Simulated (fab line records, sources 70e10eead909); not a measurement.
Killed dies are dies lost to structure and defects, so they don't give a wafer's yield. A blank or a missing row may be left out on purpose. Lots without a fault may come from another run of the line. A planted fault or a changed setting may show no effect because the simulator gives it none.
Which tool did it? | flow nand_harc | 11 lots, 33 wafers sampled, at 4 steps of a route of 1302

WHAT THE GAUGES READ, wafer by wafer
NHARC_A_M1_CD_MEAS_09: target cd 120 nm.
lot  | measured     | on        | cd_nm (nm)
L627 | day 23 02:11 | cd_sem-02 | 120.3 121.0 120.5
L629 | day 23 08:48 | cd_sem-02 | 119.9 119.7 120.1
L630 | day 23 22:04 | cd_sem-02 | 120.0 119.4 120.4
L635 | day 26 01:47 | cd_sem-02 | 120.5 119.8 120.3
L638 | day 27 04:26 | cd_sem-03 | 120.8 120.9 120.6
L639 | day 28 05:25 | cd_sem-03 | 119.4 120.1 119.6
L640 | day 28 08:00 | cd_sem-01 | 119.8 119.9 120.5
L642 | day 28 19:11 | cd_sem-01 | 120.3 120.4 120.3
L648 | day 31 16:17 | cd_sem-03 | 116.2 115.9 115.5
L649 | day 31 20:53 | cd_sem-02 | 117.6 117.9 117.1
L650 | day 32 19:52 | cd_sem-03 | 118.6 119.0 118.1

WHICH TOOL RAN EACH LOT (tool, then ch and the chambers of the sampled wafers, then the start)
lot  | NHARC_A_M0_ETCH_15                            | NHARC_A_M0_PRE_CLEAN_31         | NHARC_A_M1_EXPOSE_06
L627 | rie_diel-08 ch 0,1,2, day 23 01:00 or earlier | pecvd-03 ch 0,1,2, day 23 01:00 | arfi_scanner-01 ch 0, day 23 02:03
L629 | rie_diel-13 ch 1,2, day 23 07:28 or earlier   | pecvd-01 ch 0,1,2, day 23 07:28 | arfi_scanner-03 ch 0, day 23 08:40
L630 | rie_diel-13 ch 1,2,3, day 23 20:50 or earlier | pecvd-01 ch 0,1,2, day 23 20:50 | arfi_scanner-02 ch 0, day 23 21:55
L635 | rie_diel-08 ch 1,2, day 26 00:35 or earlier   | pecvd-04 ch 0,1,2, day 26 00:35 | arfi_scanner-01 ch 0, day 26 01:38
L638 | rie_diel-09 ch 0,1,2, day 27 03:07 or earlier | pecvd-04 ch 0,2, day 27 03:07   | arfi_scanner-03 ch 0, day 27 04:18
L639 | rie_diel-09 ch 0,1, day 28 04:04 or earlier   | pecvd-03 ch 0,1, day 28 04:04   | arfi_scanner-02 ch 0, day 28 05:16
L640 | rie_diel-08 ch 0,2,3, day 28 06:40 or earlier | pecvd-04 ch 1,2, day 28 06:40   | arfi_scanner-03 ch 0, day 28 07:52
L642 | rie_diel-09 ch 1,2,3, day 28 17:53 or earlier | pecvd-04 ch 0,1, day 28 17:53   | arfi_scanner-02 ch 0, day 28 19:03
L648 | rie_diel-08 ch 2,3, day 31 14:59 or earlier   | pecvd-04 ch 1,2, day 31 14:59   | arfi_scanner-03 ch 0, day 31 16:09
L649 | rie_diel-09 ch 0,1, day 31 19:35 or earlier   | pecvd-01 ch 0,1,2, day 31 19:35 | arfi_scanner-03 ch 0, day 31 20:44
L650 | rie_diel-13 ch 0,1, day 32 18:42 or earlier   | pecvd-03 ch 0,1, day 32 18:42   | arfi_scanner-03 ch 0, day 32 19:44
- NHARC_A_M0_ETCH_15: etches the open film in C4F8/Ar, target depth 150 nm, overetch 15 nm, time 82.5 s.
- NHARC_A_M0_PRE_CLEAN_31: time 12 s.
- NHARC_A_M1_EXPOSE_06: exposes mask A M1, target cd 120 nm.

THE ANSWER, worked out from the rows above alone
Rule: what is usual is taken from the lots themselves. Put in order of their means at a reading, lots are off if they are a third of the lots or fewer, leave a main group of 4 or more, and stand apart from it by a gap of 3 or more times the standard deviation of the main group's means; of several such gaps the widest counts. A main group whose means are all the same, to the digits that the tables above print for the reading, isn't used. A lot without any number at a reading at which 4 lots or more have one is off too. The other lots that the step has rows for count as sound.
Off: L648, L649, L650, at NHARC_A_M1_CD_MEAS_09 (cd_nm). The main group: mean 120.2 nm, standard deviation 0.34.
A tool fits if, at a process step before that reading, it ran every lot that is off, and no sound lot after the first of them. The gauges at NHARC_A_M1_CD_MEAS_09 are tried like those tools. NHARC_A_M0_ETCH_15 gives no start for some lots, so the hours and the order of its lots are those of NHARC_A_M0_PRE_CLEAN_31. One fits: arfi_scanner-03 at NHARC_A_M1_EXPOSE_06. Its last sound lot is L640 (day 28 07:52), its first lot that is off L648 (day 31 16:09): a fault that began between those two fits.

WHAT THE SIMULATOR HAD PUT IN
Process parameter drift: arfi_scanner-03, from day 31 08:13 on, at NHARC_A_M1_EXPOSE_06. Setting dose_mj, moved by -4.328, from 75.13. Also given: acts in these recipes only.
Lots struck among those shown: L648, L649, L650. The rule above found the same.
